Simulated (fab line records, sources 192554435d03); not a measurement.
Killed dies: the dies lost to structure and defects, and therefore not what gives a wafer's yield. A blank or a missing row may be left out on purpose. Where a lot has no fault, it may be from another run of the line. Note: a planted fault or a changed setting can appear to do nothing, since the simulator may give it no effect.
What tool caused it? + flow n5-finfet + route of 1938 steps, sampled at 1 step: 11 lots, 32 wafers

WHAT THE GAUGES READ, wafer by wafer
N5_BEOL_M5_CD_MEAS_35: target cd 28 nm, target cd y 24 nm.
| lot  | measured     | on        | cd-nm (nm)     |
|------|--------------|-----------|----------------|
| L222 | day 8 01:50  | cd-sem-03 | 27.8 28.1 28.4 |
| L226 | day 9 01:20  | cd-sem-02 | 28.2 28.2 27.8 |
| L227 | day 9 12:22  | cd-sem-02 | 28.2 28.3 27.5 |
| L229 | day 9 22:27  | cd-sem-02 | 28.6 28.0      |
| L231 | day 10 10:04 | cd-sem-03 | 27.7 27.7 28.4 |
| L238 | day 12 07:05 | cd-sem-01 | 27.8 27.6 27.5 |
| L239 | day 12 14:41 | cd-sem-01 | 27.5 27.4 27.2 |
| L240 | day 13 03:11 | cd-sem-02 | 28.4 27.9 28.0 |
| L242 | day 13 03:40 | cd-sem-01 | 27.6 27.9 27.5 |
| L241 | day 13 06:31 | cd-sem-03 | 27.6 27.8 27.2 |
| L243 | day 13 07:35 | cd-sem-03 | 28.3 28.4 28.0 |

WHAT TOOL EACH LOT RAN ON (gives the tool, then ch and the chambers of the sampled wafers, and finally the start)
Before these readings, the record contains no process step.

THE ANSWER, worked out from the rows above alone
Rule: what is usual is taken from the lots themselves. The widest of any qualifying gaps counts: lots, ordered by their means at a reading, are off when they make up no more than a third of the lots, leave a main group of 4 or more, and stand apart from it by 3 or more times the standard deviation of that group's means. The tables above print the reading to a certain number of digits; a main group whose means all agree to those digits is not used. A lot without any number at a reading at which 4 lots or more have one is off too. The other lots that the step has rows for count as sound.
None of the lots is off at any reading shown; this tells nothing.

WHAT THE SIMULATOR HAD INSERTED
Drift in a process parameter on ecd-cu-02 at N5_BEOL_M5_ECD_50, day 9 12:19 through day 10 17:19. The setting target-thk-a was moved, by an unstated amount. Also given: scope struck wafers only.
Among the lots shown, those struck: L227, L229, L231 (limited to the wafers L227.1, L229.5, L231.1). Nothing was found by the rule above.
